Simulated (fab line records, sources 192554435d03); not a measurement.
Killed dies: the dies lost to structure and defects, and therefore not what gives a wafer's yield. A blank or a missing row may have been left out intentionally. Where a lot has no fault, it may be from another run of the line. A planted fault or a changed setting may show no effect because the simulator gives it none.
Lot-split experiment || flow n5 finfet || route with 1938 steps; 7 lots, 21 wafers read

ABOUT THE SPLIT
At N5_BEOL_M1_EXPOSE_08 (exposes mask M1), the setting dose mj was moved away from the recipe's 33 on 3 of the 21 wafers read, by -4.9% to -2.5%. This setting was run at the recipe's value on the other wafers.

FROM THE SPLIT TO THE READING: what the file shows between them, 5 steps
- N5_BEOL_M1_PEB_09: peb time 60 s
- N5_BEOL_M1_DEVELOP_10: develop time 30 s
- N5_BEOL_M1_DESCUM_16: chemistry O2, time 7 s
- N5_BEOL_M1_ETCH_74: etches underlayer in N2/H2, target depth 6.5 nm, time 5.2 s
- N5_BEOL_M1_ETCH_63: etches SiARC in CF4, target depth 15.6 nm, time 26 s

THE READING
BEOL_M1.cd offset nm (the simulator's own value, which no gauge read), in nm, at N5_BEOL_M1_ETCH_64 (etches SOC in N2/H2, target depth 75 nm, overetch 15 nm, time 112.5 s). There is no usual value for it anywhere in the file. Across the 18 wafers here that went through the recipe, the average is -0.0 nm and the standard deviation 0.17 nm.

{"wafer": "L076.1", "tool, chamber at the split": "euv scanner-01, 0", "dose mj as run": 33, "against the recipe": "recipe", "BEOL_M1.cd offset nm, nm": 0.2, "against lot-mates on the recipe": "-"}
{"wafer": "L076.2", "tool, chamber at the split": "euv scanner-01, 0", "dose mj as run": 33, "against the recipe": "recipe", "BEOL_M1.cd offset nm, nm": 0, "against lot-mates on the recipe": "-"}
{"wafer": "L076.6", "tool, chamber at the split": "euv scanner-01, 0", "dose mj as run": 32.19, "against the recipe": "-2.5%", "BEOL_M1.cd offset nm, nm": -0.4, "against lot-mates on the recipe": -0.5}
{"wafer": "L082.2", "tool, chamber at the split": "euv scanner-02, 0", "dose mj as run": 33, "against the recipe": "recipe", "BEOL_M1.cd offset nm, nm": -0.2, "against lot-mates on the recipe": "-"}
{"wafer": "L082.4", "tool, chamber at the split": "euv scanner-02, 0", "dose mj as run": 33, "against the recipe": "recipe", "BEOL_M1.cd offset nm, nm": -0.2, "against lot-mates on the recipe": "-"}
{"wafer": "L082.3", "tool, chamber at the split": "euv scanner-02, 0", "dose mj as run": 33, "against the recipe": "recipe", "BEOL_M1.cd offset nm, nm": 0, "against lot-mates on the recipe": "-"}
{"wafer": "L087.2", "tool, chamber at the split": "euv scanner-01, 0", "dose mj as run": 33, "against the recipe": "recipe", "BEOL_M1.cd offset nm, nm": 0.2, "against lot-mates on the recipe": "-"}
{"wafer": "L087.6", "tool, chamber at the split": "euv scanner-01, 0", "dose mj as run": 33, "against the recipe": "recipe", "BEOL_M1.cd offset nm, nm": 0.2, "against lot-mates on the recipe": "-"}
{"wafer": "L087.3", "tool, chamber at the split": "euv scanner-01, 0", "dose mj as run": 33, "against the recipe": "recipe", "BEOL_M1.cd offset nm, nm": 0, "against lot-mates on the recipe": "-"}
{"wafer": "L089.2", "tool, chamber at the split": "euv scanner-01, 0", "dose mj as run": 31.39, "against the recipe": "-4.9%", "BEOL_M1.cd offset nm, nm": -1.4, "against lot-mates on the recipe": -1.4}
{"wafer": "L089.3", "tool, chamber at the split": "euv scanner-01, 0", "dose mj as run": 33, "against the recipe": "recipe", "BEOL_M1.cd offset nm, nm": 0, "against lot-mates on the recipe": "-"}
{"wafer": "L089.5", "tool, chamber at the split": "euv scanner-01, 0", "dose mj as run": 31.39, "against the recipe": "-4.9%", "BEOL_M1.cd offset nm, nm": -1.2, "against lot-mates on the recipe": -1.2}
{"wafer": "L092.1", "tool, chamber at the split": "euv scanner-01, 0", "dose mj as run": 33, "against the recipe": "recipe", "BEOL_M1.cd offset nm, nm": 0.2, "against lot-mates on the recipe": "-"}
{"wafer": "L092.3", "tool, chamber at the split": "euv scanner-01, 0", "dose mj as run": 33, "against the recipe": "recipe", "BEOL_M1.cd offset nm, nm": 0, "against lot-mates on the recipe": "-"}
{"wafer": "L092.6", "tool, chamber at the split": "euv scanner-01, 0", "dose mj as run": 33, "against the recipe": "recipe", "BEOL_M1.cd offset nm, nm": -0.2, "against lot-mates on the recipe": "-"}
{"wafer": "L094.1", "tool, chamber at the split": "euv scanner-02, 0", "dose mj as run": 33, "against the recipe": "recipe", "BEOL_M1.cd offset nm, nm": -0.4, "against lot-mates on the recipe": "-"}
{"wafer": "L094.3", "tool, chamber at the split": "euv scanner-02, 0", "dose mj as run": 33, "against the recipe": "recipe", "BEOL_M1.cd offset nm, nm": 0, "against lot-mates on the recipe": "-"}
{"wafer": "L094.4", "tool, chamber at the split": "euv scanner-02, 0", "dose mj as run": 33, "against the recipe": "recipe", "BEOL_M1.cd offset nm, nm": -0.2, "against lot-mates on the recipe": "-"}
{"wafer": "L097.1", "tool, chamber at the split": "euv scanner-02, 0", "dose mj as run": 33, "against the recipe": "recipe", "BEOL_M1.cd offset nm, nm": 0.2, "against lot-mates on the recipe": "-"}
{"wafer": "L097.3", "tool, chamber at the split": "euv scanner-02, 0", "dose mj as run": 33, "against the recipe": "recipe", "BEOL_M1.cd offset nm, nm": 0, "against lot-mates on the recipe": "-"}
{"wafer": "L097.5", "tool, chamber at the split": "euv scanner-02, 0", "dose mj as run": 33, "against the recipe": "recipe", "BEOL_M1.cd offset nm, nm": 0, "against lot-mates on the recipe": "-"}

THE FIT
A straight line over all 21 wafers: BEOL_M1.cd offset nm changes by +0.254 nm for each +1% of dose mj; r = +0.91; the points scatter about the line by 0.18 nm.
The same after taking each lot's own level away (the mean of its wafers on the recipe; 21 wafers): +0.26 nm for each +1%; r = +0.96; scatter 0.13 nm.
That fit puts the effect of the largest move of dose mj on the reading at 1.3 nm.
The span of the lots' own levels, -0.20 to 0.13 nm, comes to 2.0 times the standard deviation stated above.
Hence the lot-to-lot level has little effect on the slope; both slopes agree.
Check: with one of the wafers moved furthest among these (-4.9%) left out of the fit, the line predicts -1.16 nm for it against its lot-mates. Against them it came out at -1.4 nm.

OTHER SPLITS ON THESE WAFERS
Note: prior to the reading, these wafers also went through further splits. Each is held against what the fit with the lots' levels taken away leaves over:
{"other split on the same wafers": "N5_BEOL_M0_SAQP_EXPOSE_37 dose mj", "wafers away from the commonest value": 5, "r with BEOL_M1.cd offset nm (lot level and that fit taken away)": "+0.19"}
{"other split on the same wafers": "N5_BEOL_M0_ETCH_109 bias w", "wafers away from the commonest value": 6, "r with BEOL_M1.cd offset nm (lot level and that fit taken away)": "+0.15"}
{"other split on the same wafers": "N5_BEOL_M1_COAT_62 spin rpm", "wafers away from the commonest value": 7, "r with BEOL_M1.cd offset nm (lot level and that fit taken away)": -0.38}

THE WHOLE CHAIN: every reading that the file lists as answering this split, in the file's order
{"step": "N5_BEOL_M1_ETCH_74", "what it does": "etches underlayer in N2/H2, target depth 6.5 nm, time 5.2 s", "reading": "BEOL_M1.cd offset nm (the simulator's own value, which no gauge read)", "change (the file's fit)": "+0.196 nm for each +1% of the setting", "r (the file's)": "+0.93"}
{"step": "N5_BEOL_M1_ETCH_63", "what it does": "etches SiARC in CF4, target depth 15.6 nm, time 26 s", "reading": "BEOL_M1.cd offset nm (the simulator's own value, which no gauge read)", "change (the file's fit)": "+0.229 nm for each +1% of the setting", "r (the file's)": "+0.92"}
{"step": "N5_BEOL_M1_ETCH_64", "what it does": "etches SOC in N2/H2, target depth 75 nm, overetch 15 nm, time 112.5 s", "reading": "BEOL_M1.cd offset nm (the simulator's own value, which no gauge read)", "change (the file's fit)": "+0.254 nm for each +1% of the setting", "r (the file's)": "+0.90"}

THE FILE'S OWN FIT
BEOL_M1.cd offset nm changes by +0.254 nm for each +1% of dose mj, r = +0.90.
